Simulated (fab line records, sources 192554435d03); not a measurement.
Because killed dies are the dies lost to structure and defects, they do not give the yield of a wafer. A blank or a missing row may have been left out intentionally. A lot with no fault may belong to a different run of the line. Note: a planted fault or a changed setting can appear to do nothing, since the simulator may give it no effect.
fab line records	flow n5Finfet
record lots=6	wafers=18	lastDay=18
route steps=1938 shown HKMG_FIN@444 BEOL_M4@1111 PASSIVATION@1936
lots that met no fault: from a run of the same line without faults
startH: hours from the record's opening day to when the first of the lot's shown wafers began	waitH: how many hours have passed since the lot's step before this one	" unchanged from the row above	L1.1+2: a single row standing in for several wafers	- no value, or no start was given	* or withheld: withheld	< > ~ a bound
route shown NAME@n: a module of which the file shows steps, and the number in the route of the first	usual: the fault-free wafers' mean and standard deviation	same: alike in all rows	chamber/n: place in a boat	sites: each site's reading	_std_site: the values' standard deviation	_edge_site: inner sites' mean taken away from outer sites' mean	radiusMm: how far each site lies from the wafer's centre	mask NAME#n: copy n	behind: the last tool/chamber to shape the wafer	hold: why the lot went on hold/how many hours it stayed there/how the hold came to an end	device: names the non-switching transistor (n, p or np)	end of line: the route-end tests of the same wafers	a step with no rows: only its recipe	killed: not the wafer's yield, but the dies lost to structure and defects at the first sort	map: shows each die of a wafer: x if killed, . if not, _ if none is there
set.NAME: the run value of the setting; set.NAME@STEP: its run value at that earlier step	model.NAME: the simulator's own value behind a step, which no gauge read
lots seen at some steps along the route; tables by step, rows by wafer
services: when a tool's chamber went out of use (startH, in hours from the record's first day, below 0 if earlier), for how many hours, and the reason
## steps
# step N5_HKMG_FIN_ETCH_86
# recipe chemistry=N2/H2	target=SOC	targetDepthA=3932	stopOn=TiN	ionEnergyEv=100	biasW=61	pressureMtorr=30	sourceW=850	n2FlowSccm=200	h2FlowSccm=200
# usual drypumpMotorCurrentA=5.9/0.58	oesProductAu=0.77/0.059	rfVppV=240.5/1.3	showerheadPlenumPTorr=2.53/0.074	throttleValvePct=17.8/0.32
lot.wafer	tool	chamber	startH	waitH	drypumpMotorCurrentA	oesProductAu	rfHoursCounterH	rfVppV	showerheadPlenumPTorr	throttleValvePct
L999.1	rieDiel-05	1	85.89	-	6.7	0.80	83	243.5	2.57	17.4
L999.2	"	0	"	"	6.5	0.84	73	242.6	2.57	17.7
L999.6	"	3	"	"	5.5	0.89	-	240.2	2.49	17.6
L103.3	rieDiel-06	1	106.33	-	5.5	0.73	160	238.5	2.43	18.2
L103.5	"	2	"	"	4.9	0.70	-	242.0	2.63	18.2
L103.6	"	1	"	"	5.5	0.73	-	240.5	2.43	18.2
L113.1	rieDiel-02	3	169.35	-	5.7	0.71	200	239.7	2.50	17.9
L113.2	"	2	"	"	6.1	0.78	107	241.8	2.57	17.8
L113.3	"	1	"	"	6.7	0.82	76	243.2	2.67	17.3
L114.2	rieDiel-05	3	175.12	-	5.4	0.85	47	239.6	2.48	17.7
L114.4	"	3	"	"	5.5	0.85	-	238.9	2.48	17.7
L114.6	"	1	"	"	6.7	0.78	-	241.9	2.55	17.4
L116.1	rieDiel-06	1	185.79	-	5.5	0.71	194	239.0	2.42	18.3
L116.2	"	2	"	"	4.9	0.68	216	241.9	2.62	18.3
L116.4	"	3	"	"	5.0	0.72	183	239.2	2.44	17.5
L121.2	rieDiel-02	1	218.14	-	6.7	0.80	92	241.4	2.67	17.4
L121.3	"	2	"	"	6.1	0.76	124	239.9	2.56	17.9
L121.4	"	0	"	"	5.7	0.77	160	241.1	2.53	17.7
# step N5_HKMG_FIN_STRIP_89
# recipe chemistry=N2/H2	material=SOC	timeS=20	powerW=500	tempC=40	pressureMtorr=50	rfFrequencyHz=6e+07	biasPowerW=8	h2Frac=0.5	n2FlowSccm=300	h2FlowSccm=300
# step N5_HKMG_FIN_WET_ETCH_87
# recipe chemistry=SC1	target=TiN	mix=1:2:40	tempC=50	timeS=154.2	targetDepthNm=4.7	dry=ipaMarangoni	rinseTimeS=30	rinseTempC=23
# step N5_HKMG_FIN_STRIP_88
# recipe chemistry=N2/H2	powerW=2500	tempC=300	h2Frac=0.65	timeS=360	pressureMtorr=withheld	n2FlowSccm=1750	h2FlowSccm=3250
# usual drypumpMotorCurrentA=5.96/0.11	heaterPowerW=434/48
lot.wafer	tool	chamber	startH	waitH	drypumpMotorCurrentA	heaterPowerW	rfHoursCounterH
L999.1	plasmaAsher-01	1	86.14	0.0	5.90	451	91
L999.2	"	0	"	"	6.08	479	91
L999.6	"	0	"	"	6.12	484	-
L103.3	plasmaAsher-01	0	106.70	0.1	6.07	466	-
L103.5	"	0	"	"	6.08	480	-
L103.6	"	1	"	"	5.89	457	-
L113.1	plasmaAsher-01	1	169.60	0.0	5.89	465	109
L113.2	"	0	"	"	6.05	467	109
L113.3	"	0	"	"	6.06	475	-
L114.2	plasmaAsher-02	1	175.37	0.0	5.77	390	53
L114.4	"	0	"	"	6.04	347	-
L114.6	"	1	"	"	5.79	397	-
L116.1	plasmaAsher-01	0	186.04	0.0	6.11	469	113
L116.2	"	1	"	"	5.89	462	113
L116.4	"	1	"	"	5.90	464	-
L121.2	plasmaAsher-02	0	218.39	0.0	6.02	343	60
L121.3	"	0	"	"	6.01	352	-
L121.4	"	1	"	"	5.78	393	-
# step N5_HKMG_FIN_NWFM_ALD_20
# recipe material=TiAlC	targetThkA=20	tempC=300	aldPrecursorFamily=TiCl4	aldCoReactant=TEA	pulseTimeS=3	purgeTimeS=2	coReactantPurgeTimeS=2	coReactantPulseTimeS=10	aldCycles=7	pressureTorr=3
# usual chamberPressureTorr=3.000/0.0064	heaterPowerW=468/52	precursorPulseHeightRel=0.997/0.019	susceptorTempC=299.99/0.21
# same coReactantPurgeTimeS=2
lot.wafer	tool	chamber	startH	waitH	chamberPressureTorr	heaterPowerW	precursorPulseHeightRel	susceptorTempC
L999.1	aldMetal-01	1	86.52	0.3	3.002	468	1.006	299.89
L999.2	"	2	"	"	3.005	489	0.984	299.97
L999.6	"	3	"	"	3.001	412	0.974	300.25
L103.3	aldMetal-03	3	106.97	0.1	2.989	408	0.959	299.94
L103.5	"	3	"	"	3.005	421	0.996	299.90
L103.6	"	2	"	"	3.007	603	1.033	299.79
L113.1	aldMetal-04	1	169.98	0.3	2.993	474	1.025	300.01
L113.2	"	0	"	"	3.011	425	0.990	300.10
L113.3	"	2	"	"	3.002	427	0.988	299.84
L114.2	aldMetal-03	0	175.76	0.3	2.991	504	0.977	299.90
L114.4	"	2	"	"	3.014	599	0.990	299.67
L114.6	"	3	"	"	3.004	407	1.031	299.78
L116.1	aldMetal-03	0	186.43	0.3	3.000	500	0.998	299.77
L116.2	"	1	"	"	3.006	446	1.008	300.43
L116.4	"	3	"	"	3.012	423	1.001	300.63
L121.2	aldMetal-03	1	218.77	0.3	3.010	448	0.997	300.15
L121.3	"	3	"	"	3.001	414	0.984	299.65
L121.4	"	0	"	"	2.998	497	1.004	299.77
# step N5_HKMG_FIN_ALD_71
# recipe material=TiN	targetThkA=10	tempC=400	aldPrecursorFamily=TiCl4	aldCoReactant=NH3	pulseTimeS=1	purgeTimeS=3	coReactantPurgeTimeS=2	coReactantPulseTimeS=2	aldCycles=47	pressureTorr=3
# usual chamberPressureTorr=3.000/0.0072	heaterPowerW=836/94	precursorPulseHeightRel=1.001/0.019	susceptorTempC=400.02/0.22
# same coReactantPurgeTimeS=2
lot.wafer	tool	chamber	startH	waitH	chamberPressureTorr	heaterPowerW	precursorPulseHeightRel	susceptorTempC
L999.1	aldMetal-01	1	86.62	0.0	3.001	883	0.996	400.16
L999.2	"	2	"	"	2.997	851	1.023	400.11
L999.6	"	3	"	"	3.001	741	0.986	399.98
L103.3	aldMetal-03	3	107.07	0.0	3.001	725	0.972	399.97
L103.5	"	3	"	"	3.001	728	0.981	400.05
L103.6	"	2	"	"	3.002	1097	1.000	400.08
L113.1	aldMetal-04	1	170.08	0.0	3.000	834	1.014	400.31
L113.2	"	0	"	"	2.995	763	0.998	400.15
L113.3	"	2	"	"	3.005	775	1.032	399.50
L114.2	aldMetal-03	0	175.86	0.0	2.997	874	1.024	399.90
L114.4	"	2	"	"	2.994	1077	1.013	400.05
L114.6	"	3	"	"	3.000	751	1.003	399.65
L116.1	aldMetal-03	0	186.52	0.0	3.001	909	0.989	399.85
L116.2	"	1	"	"	3.000	771	1.005	400.24
L116.4	"	3	"	"	3.013	718	1.000	399.95
L121.2	aldMetal-03	1	218.87	0.0	2.982	789	0.998	400.13
L121.3	"	3	"	"	2.992	729	1.027	400.10
L121.4	"	0	"	"	3.002	880	0.985	400.03
# step N5_HKMG_FIN_COAT_66
# recipe resist=SOC	tempC=250	timeS=60	spinRpm=1500	resistThkNm=300
# step N5_HKMG_FIN_ETCH_67
# recipe chemistry=N2/H2	target=SOC	targetDepthA=3889	stopOn=TiN	ionEnergyEv=100	biasW=61	pressureMtorr=30	sourceW=850	n2FlowSccm=200	h2FlowSccm=200
# step N5_HKMG_FIN_STRIP_90
# recipe chemistry=N2/H2	material=SOC	timeS=20	powerW=500	tempC=40	pressureMtorr=50	rfFrequencyHz=6e+07	biasPowerW=8	h2Frac=0.5	n2FlowSccm=300	h2FlowSccm=300
# step N5_HKMG_FIN_WET_ETCH_73
# recipe chemistry=SC1	mix=1:2:40	tempC=50	timeS=42.3	targetDepthNm=1.3	dry=ipaMarangoni	rinseTimeS=30	rinseTempC=23
# step N5_HKMG_FIN_ETCHBACK_68
# recipe chemistry=Cl2/Ar	stopOn=HfO2	targetDepthA=5	pressureMtorr=10	icpW=600	biasW=60	Cl2_flow_sccm=40	Ar_flow_sccm=60
# usual drypumpMotorCurrentA=5.7/0.59	heBacksideLeakSccm=3.4/0.32	oesProductAu=0.80/0.11	throttleValvePct=20.79/0.12
lot.wafer	tool	chamber	startH	waitH	drypumpMotorCurrentA	heBacksideLeakSccm	oesProductAu	rfHoursCounterH	throttleValvePct
L999.1	rieMetal-03	0	87.19	0.0	6.5	3.2	0.90	4	20.81
L999.2	"	1	"	"	5.7	3.3	0.78	32	20.69
L999.6	"	0	"	"	6.4	3.1	0.89	-	20.82
L103.3	rieMetal-02	1	107.67	0.1	6.1	3.4	0.73	-	20.91
L103.5	"	1	"	"	6.0	3.3	0.73	-	20.90
L103.6	"	0	"	"	5.3	3.5	0.64	-	20.95
L113.1	rieMetal-01	0	170.64	0.0	4.6	3.2	0.92	7	20.69
L113.2	"	1	"	"	5.9	3.4	0.90	5	20.60
L113.3	"	1	"	"	5.9	3.6	0.90	-	20.61
L114.2	rieMetal-02	0	176.41	0.0	5.3	3.4	0.63	115	20.94
L114.4	"	1	"	"	6.1	3.4	0.71	-	20.91
L114.6	"	0	"	"	5.3	3.3	0.63	-	20.95
L116.1	rieMetal-03	1	187.08	0.0	5.7	3.5	0.74	43	20.72
L116.2	"	0	"	"	6.4	3.1	0.84	15	20.82
L116.4	"	0	"	"	6.4	3.3	0.84	-	20.82
L121.2	rieMetal-01	1	219.43	0.0	5.9	3.5	0.87	9	20.60
L121.3	"	1	"	"	5.9	3.5	0.88	-	20.59
L121.4	"	0	"	"	4.6	3.0	0.90	-	20.71
# step N5_HKMG_FIN_STRIP_69
# recipe chemistry=N2/H2	powerW=2500	tempC=300	h2Frac=0.65	timeS=360	pressureMtorr=withheld	n2FlowSccm=1750	h2FlowSccm=3250
# step N5_HKMG_FIN_ALD_21
# recipe material=TiN	targetThkA=15	tempC=400	aldPrecursorFamily=TiCl4	aldCoReactant=NH3	pulseTimeS=1	purgeTimeS=3	coReactantPurgeTimeS=2	coReactantPulseTimeS=2	aldCycles=68	pressureTorr=3
# usual chamberPressureTorr=2.999/0.0064	heaterPowerW=843/89	precursorPulseHeightRel=1.000/0.021	susceptorTempC=400.01/0.22
# same coReactantPurgeTimeS=2
lot.wafer	tool	chamber	startH	waitH	chamberPressureTorr	heaterPowerW	precursorPulseHeightRel	susceptorTempC
L999.1	aldMetal-01	2	87.71	0.3	3.002	876	1.025	400.10
L999.2	"	1	"	"	2.999	843	1.015	400.04
L999.6	"	1	"	"	2.997	866	1.051	400.25
L103.3	aldMetal-03	3	108.15	0.1	2.987	729	1.004	399.95
L103.5	"	3	"	"	3.000	734	1.004	400.26
L103.6	"	2	"	"	3.005	1083	1.013	400.39
L113.1	aldMetal-03	0	171.16	0.3	3.000	728	1.002	370.21
L113.2	"	2	"	"	3.008	885	1.003	370.00
L113.3	"	3	"	"	3.000	602	1.018	369.48
L114.2	aldMetal-03	2	176.94	0.3	3.006	864	1.004	369.65
L114.4	"	1	"	"	2.995	648	0.982	369.84
L114.6	"	1	"	"	2.995	648	0.988	369.67
L116.1	aldMetal-04	2	187.61	0.3	2.998	777	1.048	400.03
L116.2	"	0	"	"	3.014	760	0.982	400.06
L116.4	"	1	"	"	2.991	845	0.994	400.16
L121.2	aldMetal-01	1	219.95	0.3	2.995	853	0.963	400.36
L121.3	"	3	"	"	2.997	735	0.984	400.14
L121.4	"	0	"	"	2.999	926	0.971	400.19
# step N5_HKMG_FIN_ALD_72
# recipe material=W	targetThkA=20	tempC=300	pressureTorr=7.5	aldPrecursorFamily=WF6	aldCoReactant=B2H6	pulseTimeS=1	purgeTimeS=2	coReactantPurgeTimeS=2	coReactantPulseTimeS=3	aldCycles=7
# step N5_BEOL_M4_RC_MEAS_101
# usual DIBL_N=36.3/2	DIBL_P=36.3/2.4	IOFF_N=0.16/0.034	IOFF_P=0.21/0.035	ION_N=672/12	ION_P=459/6.5	SS_N=71.6/0.67	SS_P=73.3/0.71	VT_N=250/3.5	VT_P=-251/3
lot.wafer	tool	chamber	startH	waitH	DIBL_N[mV/V]	DIBL_P[mV/V]	IOFF_N[nA/um]	IOFF_P[nA/um]	ION_N[uA/um]	ION_P[uA/um]	SS_N[mV/dec]	SS_P[mV/dec]	VT_N[mV]	VT_P[mV]
L999.1	prober-01	0	170.75	0.0	36.0	36.4	0.15	0.22	663	464	71.3	73.3	252	-248
L999.2	"	0	"	"	38.0	38.6	0.20	0.26	674	460	71.9	73.5	246	-247
L999.6	"	0	"	"	36.7	37.0	0.16	0.22	662	457	72.2	73.6	251	-248
L103.3	prober-02	0	197.49	0.3	34.1	32.5	0.12	0.14	653	445	71.0	73.4	254	-256
L103.5	"	0	"	"	35.1	33.9	0.13	0.16	660	450	70.7	73.1	254	-256
L103.6	"	0	"	"	36.3	35.6	0.15	0.18	668	451	72.3	73.4	251	-254
L113.1	prober-01	0	286.38	0.0	35.8	36.9	0.16	0.23	665	459	71.2	72.6	248	-249
L113.2	"	0	"	"	35.9	35.9	0.16	0.22	663	457	72.1	73.2	247	-246
L113.3	"	0	"	"	37.4	37.9	0.19	0.26	681	467	72.0	73.2	247	-247
L114.2	prober-02	0	303.11	0.2	36.4	37.4	0.15	0.21	669	465	71.6	72.7	252	-247
L114.4	"	0	"	"	33.7	33.8	0.12	0.17	669	471	70.9	71.8	252	-251
L114.6	"	0	"	"	36.4	36.4	0.15	0.20	660	458	71.6	73.0	250	-249
L116.1	prober-02	0	318.71	0.0	35.9	35.4	0.17	0.19	672	457	71.6	73.7	249	-253
L116.2	"	0	"	"	34.7	34.2	0.14	0.18	674	451	71.0	72.9	252	-251
L116.4	"	0	"	"	37.3	38.2	0.22	0.24	687	459	72.3	74.5	243	-250
L121.2	prober-01	0	326.54	0.2	38.5	39.2	0.23	0.26	693	467	72.8	73.9	242	-247
L121.3	"	0	"	"	37.8	38.4	0.23	0.26	685	459	72.2	73.7	243	-247
L121.4	"	0	"	"	38.6	39.4	0.23	0.26	686	460	71.8	74.3	244	-245
# step N5_PASSIVATION_PROBE_49
# usual defectLimitedYield=91.4/1.5	killed_at_M0_to_M3=33/11	killed_at_M4_up=14/5.3	killedAtContacts=13/6.2	killedAtFrontEnd=39/13	killedAtOther=3.1/2.8	killedDies=102/17	killedOpen=68/13	killedShort=32/7.8	sort_bin_5_function=5.1/0.95	sort_bin_6_memory=3.2/0.7	sort_bin_8_speed=0.02/0.16	sortNPass=1078/18	sortYieldPct=91.3/1.5
# same grossDies=1180	killedAtBackSide=0	sort_bin_4_leakage[%]=0
lot.wafer	tool	chamber	startH	waitH	defectLimitedYield[%]	killed_at_M0_to_M3	killed_at_M4_up	killedAtContacts	killedAtFrontEnd	killedAtOther	killedDies	killedOpen	killedShort	sort_bin_5_function[%]	sort_bin_6_memory[%]	sort_bin_8_speed[%]	sortNPass	sortYieldPct[%]
L999.1	prober-01	-	282.04	0.0	93.1	48	7	8	16	2	81	54	27	4.5	2.3	0	1099	93.1
L999.2	prober-01	-	282.09	0.1	90.1	50	14	6	43	4	117	74	40	5.3	4.2	0	1063	90.1
L999.6	prober-01	-	282.29	0.3	89.5	43	17	5	58	1	124	89	31	5.9	3.9	0	1056	89.5
L113.1	prober-02	-	388.63	0.0	92.8	25	5	21	33	1	85	60	25	3.6	3.4	0	1095	92.8
L113.2	prober-02	-	388.68	0.1	90.2	37	15	34	27	3	116	68	43	5.1	4.2	0	1064	90.2
L113.3	prober-02	-	388.73	0.1	89.9	47	8	14	48	2	119	71	42	5.9	3.5	0	1061	89.9
L114.2	prober-01	-	409.88	0.1	91.9	33	8	26	23	6	96	61	30	4.5	3.0	0	1084	91.9
L114.4	prober-01	-	409.98	0.2	90.3	34	16	26	38	1	115	74	34	4.5	4.2	0	1065	90.3
L114.6	prober-01	-	410.08	0.3	93.3	20	16	10	30	3	79	50	27	4.1	2.2	0	1101	93.3
L116.1	prober-02	-	425.56	0.0	89.4	52	16	5	50	2	125	79	44	6.1	4.1	0	1055	89.4
L116.2	prober-02	-	425.61	0.1	90.6	41	8	8	51	3	111	70	39	5.3	3.8	0	1069	90.6
L116.4	prober-02	-	425.71	0.2	91.0	37	11	19	33	6	106	70	35	5.6	2.8	0	1074	91.0
# killed by level:class
L999.1 BEOL_M0_SAQP:geometricParticle:open=12 BEOL_M0_SAQP:geometricParticle:short=10 MOL_CONTACT_COAG:geometricParticle:open=8 BEOL_M2:geometricParticle:open=7 BEOL_M1:geometricParticle:open=6 BEOL_M3:geometricParticle:short=4 FIN_SAQP:geometricParticle:open=3 STI_FIN_REVEAL:geometricParticle:open=3
L999.2 BEOL_M0_SAQP:geometricParticle:open=16 STI_FIN_REVEAL:geometricParticle:open=14 BEOL_M0_SAQP:geometricParticle:short=12 FIN_SAQP:geometricParticle:open=9 MOL_CONTACT_COAG:geometricParticle:open=6 BEOL_M1:geometricParticle:open=5 BEOL_M1:geometricParticle:short=4 BEOL_M2:geometricParticle:open=4
L999.6 STI_FIN_REVEAL:geometricParticle:open=21 BEOL_M2:geometricParticle:open=12 BEOL_M1:geometricParticle:open=10 FIN_SAQP:geometricParticle:open=9 STI_FIN_REVEAL:geometricParticle:short=8 DUMMY_GATE:geometricParticle:open=6 BEOL_M0_SAQP:geometricParticle:open=5 BEOL_M4:geometricParticle:open=4
L113.1 MOL_CONTACT_COAG:geometricParticle:open=15 FIN_SAQP:geometricParticle:open=8 GATE_CUT:geometricParticle:open=7 BEOL_M2:geometricParticle:open=7 GATE_CUT:geometricParticle:short=6 MOL_CONTACT_COAG:geometricParticle:short=6 BEOL_M0_SAQP:geometricParticle:short=6 BEOL_M0_SAQP:geometricParticle:open=5
L113.2 MOL_CONTACT_COAG:geometricParticle:open=30 BEOL_M0_SAQP:geometricParticle:short=15 BEOL_M0_SAQP:geometricParticle:open=8 BEOL_M2:geometricParticle:open=8 BEOL_M4:geometricParticle:short=5 STI_FIN_REVEAL:geometricParticle:open=4 GATE_CUT:geometricParticle:short=4 MOL_CONTACT_COAG:geometricParticle:short=4
L113.3 BEOL_M0_SAQP:geometricParticle:short=12 GATE_CUT:geometricParticle:short=10 MOL_CONTACT_COAG:geometricParticle:open=10 BEOL_M2:geometricParticle:open=10 GATE_CUT:geometricParticle:open=9 BEOL_M1:geometricParticle:open=9 FIN_SAQP:geometricParticle:open=8 FIN_SAQP:geometricParticle:short=6
L114.2 MOL_CONTACT_COAG:geometricParticle:open=18 MOL_CONTACT_COAG:geometricParticle:short=8 BEOL_M2:geometricParticle:open=8 BEOL_M3:geometricParticle:open=7 BEOL_M0_SAQP:geometricParticle:open=7 BEOL_M0_SAQP:geometricParticle:short=5 FIN_SAQP:geometricParticle:open=4 MIM_TOP:geometricParticle:short=4
L114.4 MOL_CONTACT_COAG:geometricParticle:open=22 BEOL_M3:geometricParticle:open=12 STI_FIN_REVEAL:geometricParticle:open=8 HKMG_FIN:areaEtch=7 BEOL_M0_SAQP:geometricParticle:short=5 BEOL_M1:geometricParticle:open=5 BEOL_M4:geometricParticle:open=5 BEOL_M5:geometricParticle:short=5
L114.6 MOL_CONTACT_COAG:geometricParticle:open=9 BEOL_M4:geometricParticle:open=8 STI_FIN_REVEAL:geometricParticle:short=4 STI_FIN_REVEAL:geometricParticle:open=4 FIN_SAQP:geometricParticle:open=3 MIM_TOP:geometricParticle:short=3 ILD0:geometricParticle:short=3 ILD0:geometricParticle:open=3
L116.1 STI_FIN_REVEAL:geometricParticle:open=16 BEOL_M0_SAQP:geometricParticle:open=14 BEOL_M0_SAQP:geometricParticle:short=12 BEOL_M4:geometricParticle:open=9 DUMMY_GATE:geometricParticle:open=8 BEOL_M3:geometricParticle:short=7 BEOL_M2:geometricParticle:open=6 ILD0:geometricParticle:open=5
L116.2 FIN_SAQP:geometricParticle:short=10 STI_FIN_REVEAL:geometricParticle:open=9 BEOL_M0_SAQP:geometricParticle:short=8 MOL_CONTACT_COAG:geometricParticle:open=7 BEOL_M2:geometricParticle:open=7 FIN_SAQP:geometricParticle:open=6 BEOL_M0_SAQP:geometricParticle:open=6 DUMMY_GATE:geometricParticle:open=5
L116.4 MOL_CONTACT_COAG:geometricParticle:open=16 GATE_CUT:geometricParticle:short=8 BEOL_M0_SAQP:geometricParticle:open=8 BEOL_M0_SAQP:geometricParticle:short=6 BEOL_M2:geometricParticle:open=6 FIN_SAQP:geometricParticle:open=5 DUMMY_GATE:geometricParticle:open=5 BEOL_M3:geometricParticle:short=5
## services
tool	chamber	startH	hours	kind
plasmaAsher-02	-	66.22	9.0	repair
rieMetal-01	1	74.07	-	clean
rieMetal-01	1	74.07	24.8	scheduledDown
rieMetal-01	1	74.07	24.8	ventCycle
aldMetal-04	1	75.55	3.7	repair
rieMetal-01	0	96.01	12.8	repair
rieDiel-02	1	96.54	4.5	repair
rieMetal-02	-	97.60	0.3	repair
aldMetal-03	1	98.43	5.5	repair
rieDiel-05	3	102.56	2.6	repair
plasmaAsher-02	-	104.06	2.8	pm
rieDiel-06	2	122.85	3.9	repair
rieDiel-06	0	138.95	18.3	repair
rieDiel-05	-	146.10	14.6	pm
rieDiel-05	0	161.45	14.5	repair
rieDiel-05	2	176.47	4.3	repair
aldMetal-03	-	178.80	1.6	repair
aldMetal-04	0	188.48	10.4	repair
rieMetal-02	-	192.83	2.7	repair
rieMetal-02	-	206.77	2.8	pm
rieDiel-02	-	212.23	1.0	repair
## key
firstSign step=N5_HKMG_FIN_ALD_21	reading=susceptorTempC	direction=down	sigmas=99+	usual=*	struck=*
effect none on later readings
metAt N5_HKMG_FIN_ALD_21
struckWafers L113.1,L113.2,L113.3,L114.2,L114.4,L114.6
onsetBetween 108.15 171.16
fault kind=processParameterDrift	tool=aldMetal-03	chamber=-	onsetH=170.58	steps=N5_HKMG_FIN_ALD_21	channel=tempC	offset=*	shape=step	endH=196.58	actsIn=*	stated=*
